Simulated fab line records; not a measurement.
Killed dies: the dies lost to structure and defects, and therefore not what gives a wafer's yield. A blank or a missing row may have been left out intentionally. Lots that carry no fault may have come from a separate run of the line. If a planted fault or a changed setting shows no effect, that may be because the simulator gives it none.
A lot that was struck, set against a sound lot + flow n5_finfet + 37 steps out of a route of 1938
Sound: these wafers, L686.1, L686.4, L686.5. Wafers struck: L695.1, L695.3, L695.4. Last of all comes the cause.
At each step with rows: each side's tool, then ch and its chambers, then its first start. Under that, the readings that differ: sound wafers + struck wafers + difference of the means + sigmas: that difference in standard deviations of wafers without a fault.
alike: readings with means less than 2 such deviations apart, plus words and numbers identical on both sides. not compared: withheld readings, readings lacking a value on some wafer, bounds such as >300 that could conceal the same value, and numbers that have no deviation in the record and whose values overlap.
Wherever a step has rows on one side only, a row that says differs or no value, or a row with sigmas, the two part there. Numbers that don't overlap but have no deviation are shown without sigmas and don't part them. A reading that every wafer of one side lacks parts them only if that side has two wafers or more.

first, 9 steps without rows for these wafers: N5_BEOL_M4_ANNEAL_95 (time 240 s); N5_BEOL_M4_SPUTTER_96 (material Cu, target thk 4.5 nm, time 8.29 s); N5_BEOL_M4_ECD_50 (material Cu, target thk 300 nm); N5_BEOL_M4_ANNEAL_51 (time 90 s); N5_BEOL_M4_CMP_52 (polishes, stops on SiOC, t overpolish 6.8 s, target thk 40 nm); N5_BEOL_M4_PRE_CLEAN_60 (time 15 s); N5_BEOL_M4_CO_CAP_55 (material Co, precursor CCTBA/H2, target thk 2 nm, time 102.1 s); N5_BEOL_M4_PRE_CLEAN_56 (time 15 s); N5_BEOL_M4_DEP_57 (deposits SiCN from 3MS/NH3, target thk 8 nm, time 14 s).
N5_BEOL_M4_RC_MEAS_101:
  sound on prober-01 ch 0, day 9 00:17; struck on prober-01 ch 0, day 10 16:04
| reading       | sound       | struck      | difference | sigmas |
|---------------|-------------|-------------|------------|--------|
| ION_P (uA/um) | 468 472 469 | 451 442 451 | -22        | -3     |
  alike: DIBL_N, DIBL_P, IOFF_N, IOFF_P, ION_N, SS_N, SS_P, VT_N, VT_P
then, 24 steps without rows for these wafers: N5_BEOL_M5_ILD_DEP_00 (deposits SiCOH lowk from DEMS/porogen, target thk 140.64 nm, time 25.9 s); N5_BEOL_M5_CURE_79 (cures SiCOH lowk, time 240 s); N5_BEOL_M5_PECVD_70 (deposits SiO2 from TEOS/O2, target thk 16 nm, time 18 s); N5_BEOL_M5_HM_DEP_02 (deposits TiN, target thk 20 nm); N5_BEOL_M5_COAT_59 (time 60 s, resist thk 60 nm); N5_BEOL_M5_COAT_60 (time 60 s, resist thk 12 nm); N5_BEOL_M5_COAT_71 (time 60 s, resist thk 5 nm); N5_BEOL_M5_COAT_05 (resist thk 30 nm); N5_BEOL_M5_EBR_07; N5_BEOL_M5_SOFTBAKE_06 (time 60 s); N5_BEOL_M5_EXPOSE_08 (exposes mask M5, target cd 28 nm); N5_BEOL_M5_PEB_09 (peb time 60 s); N5_BEOL_M5_DEVELOP_10 (develop time 30 s); N5_BEOL_M5_DESCUM_16 (chemistry O2, time 7 s); N5_BEOL_M5_ETCH_72 (etches underlayer in N2/H2, target depth 6.5 nm, time 5.2 s); N5_BEOL_M5_ETCH_61 (etches SiARC in CF4, target depth 15.6 nm, time 26 s); N5_BEOL_M5_ETCH_62 (etches SOC in N2/H2, target depth 75 nm, overetch 15 nm, time 112.5 s); N5_BEOL_M5_STRIP_63 (strips in N2/H2); N5_BEOL_M5_STRIP_73 (strips in N2/H2); N5_BEOL_M5_STRIP_64 (strips in CF4); N5_BEOL_M5_HM_OPEN_17 (chemistry Cl2/BCl3, target TiN, target depth 20 nm, overetch 6 nm); N5_BEOL_M5_STRIP_19 (strips in O2); N5_BEOL_M5_COAT_65 (time 60 s, resist thk 60 nm); N5_BEOL_M5_COAT_66 (time 60 s, resist thk 12 nm).
N5_BEOL_M9_ECD_50: material Cu, target thk 318 nm.
  sound on ecd_cu-02 ch 0,1, day 10 18:15; struck on ecd_cu-01 ch 0,1, day 12 12:28
N5_BEOL_M9_CMP_52: polishes, stops on SiCOH lowk, t overpolish 7 s, target thk 140 nm.
  sound on cmp-02 ch 0,1, day 10 18:50; struck on cmp-04 ch 0,2,3, day 12 13:13
| reading                | sound    | struck | difference | sigmas |
|------------------------|----------|--------|------------|--------|
| time_to_endpoint_s (s) | 66 70 65 | 4 6 7  | -61        | -19    |
  alike: motor_current_A
-- a jump in the record: the struck wafers' starts before and after are 3 days apart (it breaks off in module BEOL_M9 and resumes in module PASSIVATION, where the first step shown is number 1936 of the route) --
N5_PASSIVATION_PROBE_49:
  record: rows for the struck wafers here (prober-02, day 15 05:19), none for the sound ones

WHERE THEY PART
Earliest at N5_BEOL_M4_RC_MEAS_101; latest, in this record, at N5_PASSIVATION_PROBE_49.

WHY: what the simulator had put in
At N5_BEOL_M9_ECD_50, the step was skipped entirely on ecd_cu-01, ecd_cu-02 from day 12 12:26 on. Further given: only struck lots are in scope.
